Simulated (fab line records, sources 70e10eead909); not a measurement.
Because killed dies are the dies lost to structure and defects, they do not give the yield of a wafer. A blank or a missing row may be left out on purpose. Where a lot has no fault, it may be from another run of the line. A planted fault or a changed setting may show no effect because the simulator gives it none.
A lot that was struck, set against a sound lot + flow nand_harc + 25 out of 1302 route steps
Sound: the wafers L348.3, L348.4, L348.5. Wafers L354.1, L354.2, L354.6 were the ones struck. The cause is given at the end.
Per side, at each step with rows, come the tool, then ch with its chambers, and then its first start. Under that, the readings that differ: sound wafers + struck wafers + difference of the means + sigmas: that difference in standard deviations of wafers without a fault.
alike: a reading whose means differ by less than 2 such deviations, as well as words and numbers matching on both sides. not compared: withheld readings; readings where some wafer has no value; bounds like >300 that might hide an equal value; numbers whose values overlap and for which the record gives no deviation.
A row with sigmas, a row that says differs or no value, or rows on one side alone: a step with any of these is where the two part. Non-overlapping numbers with no deviation appear without sigmas and do not part them. Lack of a reading on every wafer of one side parts them only where that side has two or more wafers.

NHARC_P_CONTACT_DEP_00: deposits SiO2, target thk 500 nm.
  sound on pecvd-04 ch 1,2; struck on pecvd-01 ch 0,1, day 9 04:14
  alike: heater_power_w, throttle_valve_pct
then, 10 steps without rows for these wafers: NHARC_P_CONTACT_CMP_01 (polishes SiO2, target thk 200 nm); NHARC_P_CONTACT_SRD_03; NHARC_P_CONTACT_DEHYDRATE_04 (time 120 s); NHARC_P_CONTACT_HMDS_05 (time 30 s); NHARC_P_CONTACT_COAT_33 (time 75 s); NHARC_P_CONTACT_COAT_34 (time 65 s); NHARC_P_CONTACT_COAT_06 (resist thk 90 nm); NHARC_P_CONTACT_SOFTBAKE_07 (time 55 s); NHARC_P_CONTACT_EBR_08; NHARC_P_CONTACT_EXPOSE_09 (exposes mask P CA, target cd 90 nm).
NHARC_P_CONTACT_PEB_10: peb time 65 s.
  sound on litho_track-01 ch 0, day 6 21:05; struck on litho_track-06 ch 0, day 9 05:28
then, 1 step without rows for these wafers: NHARC_P_CONTACT_DEVELOP_11 (develop time 35 s).
NHARC_P_CONTACT_CD_MEAS_12 targets a cd of 90 nm.
  sound on cd_sem-03 ch 0, day 6 21:10; struck on cd_sem-02 ch 0, day 9 05:32
| reading    | sound          | struck         | difference | sigmas |
|------------|----------------|----------------|------------|--------|
| cd_nm (nm) | 89.6 89.4 90.5 | 98.9 97.9 98.0 | +8.4       | +12    |
NHARC_P_CONTACT_OVL_MEAS_13:
  sound on overlay-01, day 6 21:15; struck on overlay-02, day 9 05:38
  alike: overlay_x_nm, overlay_y_nm
NHARC_P_CONTACT_INSPECT_14:
  sound on defect_inspect-01, day 6 21:17; struck on defect_inspect-02, day 9 05:40
  alike: raw_defect_count
NHARC_P_CONTACT_DESCUM_17: chemistry O2, time 3 s.
  sound on rie_diel-12 ch 0,1,3, day 6 21:22; struck on rie_diel-12 ch 0,1,2, day 9 05:44
| reading                    | sound             | struck           | difference | sigmas |
|----------------------------|-------------------|------------------|------------|--------|
| model.P_CONTACT.cd_nm (nm) | 88.44 89.72 90.15 | 98.08 97.68 98.1 | +8.52      |        |
  alike: drypump_motor_current_A, oes_product_au, rf_vpp_V, showerhead_plenum_p_Torr, throttle_valve_pct
  not compared: rf_hours_counter_h
NHARC_P_CONTACT_ETCH_35: etches the open film in CF4, target depth 39 nm, time 65 s.
  sound on rie_diel-12 ch 0,2,3, day 6 21:26; struck on rie_diel-12 ch 1,3, day 9 05:49
  alike: cf4_flow_sccm, drypump_motor_current_A, oes_product_au, rf_vpp_V, showerhead_plenum_p_Torr, throttle_valve_pct
  not compared: rf_hours_counter_h
NHARC_P_CONTACT_ETCH_36: etches the open film in N2/H2, target depth 260 nm, time 406.25 s.
  sound on rie_diel-12 ch 2,3; struck on rie_diel-12 ch 0,1,3
  alike: drypump_motor_current_A, oes_product_au, rf_vpp_V, showerhead_plenum_p_Torr, throttle_valve_pct
  not compared: rf_hours_counter_h
NHARC_P_CONTACT_ETCH_18: etches the open film in C4F8/O2/Ar, target depth 481 nm, time 240.5 s.
  sound on rie_diel-12 ch 1,2,3; struck on rie_diel-12 ch 1,2
| reading               | sound             | struck            | difference | sigmas |
|-----------------------|-------------------|-------------------|------------|--------|
| oes_product_au (a.u.) | 0.996 0.969 0.959 | 0.925 0.930 0.927 | -0.047     | -2     |
  alike: rf_vpp_V
  not compared: rf_hours_counter_h
then, 1 step without rows for these wafers: NHARC_P_CONTACT_STRIP_37 (strips in C4F8/O2/Ar).
NHARC_P_CONTACT_ETCH_31: etches the open film in CH3F/O2, target depth 30 nm, time 85.7 s.
  sound on rie_diel-12 ch 0,1; struck on rie_diel-12 ch 1,3
| reading                    | sound             | struck            | difference | sigmas |
|----------------------------|-------------------|-------------------|------------|--------|
| model.P_CONTACT.cd_nm (nm) | 87.78 88.73 90.48 | 96.82 96.89 99.75 | +8.82      |        |
  alike: drypump_motor_current_A, oes_product_au, rf_vpp_V, showerhead_plenum_p_Torr, throttle_valve_pct
  not compared: rf_hours_counter_h
NHARC_P_CONTACT_CD_MEAS_19:
  sound on cd_sem-02, day 6 22:19; struck on cd_sem-02, day 9 07:07
| reading    | sound          | struck         | difference | sigmas |
|------------|----------------|----------------|------------|--------|
| cd_nm (nm) | 88.4 88.9 90.5 | 96.7 96.9 99.7 | +8.5       | +5     |
NHARC_P_CONTACT_STRIP_28: strips in O2.
  sound on rie_diel-05 ch 1,2,3, day 6 22:25; struck on rie_diel-05 ch 1,2,3, day 9 07:13
  alike: drypump_motor_current_A, oes_product_au, rf_vpp_V, showerhead_plenum_p_Torr, throttle_valve_pct
  not compared: rf_hours_counter_h
-- break in the record here, with 18 days between the starts of the struck wafers on either side (left off in module P_CONTACT, picked up again in module END, where the first step shown is number 1302 on the route) --
NHARC_END_SORT_01:
  the record has rows for the struck wafers here (prober-02 ch 0, day 27 10:44) and none for the sound ones

WHERE THEY PART
Earliest at NHARC_P_CONTACT_CD_MEAS_12; latest, in this record, at NHARC_END_SORT_01.

WHY: the cause the simulator had injected
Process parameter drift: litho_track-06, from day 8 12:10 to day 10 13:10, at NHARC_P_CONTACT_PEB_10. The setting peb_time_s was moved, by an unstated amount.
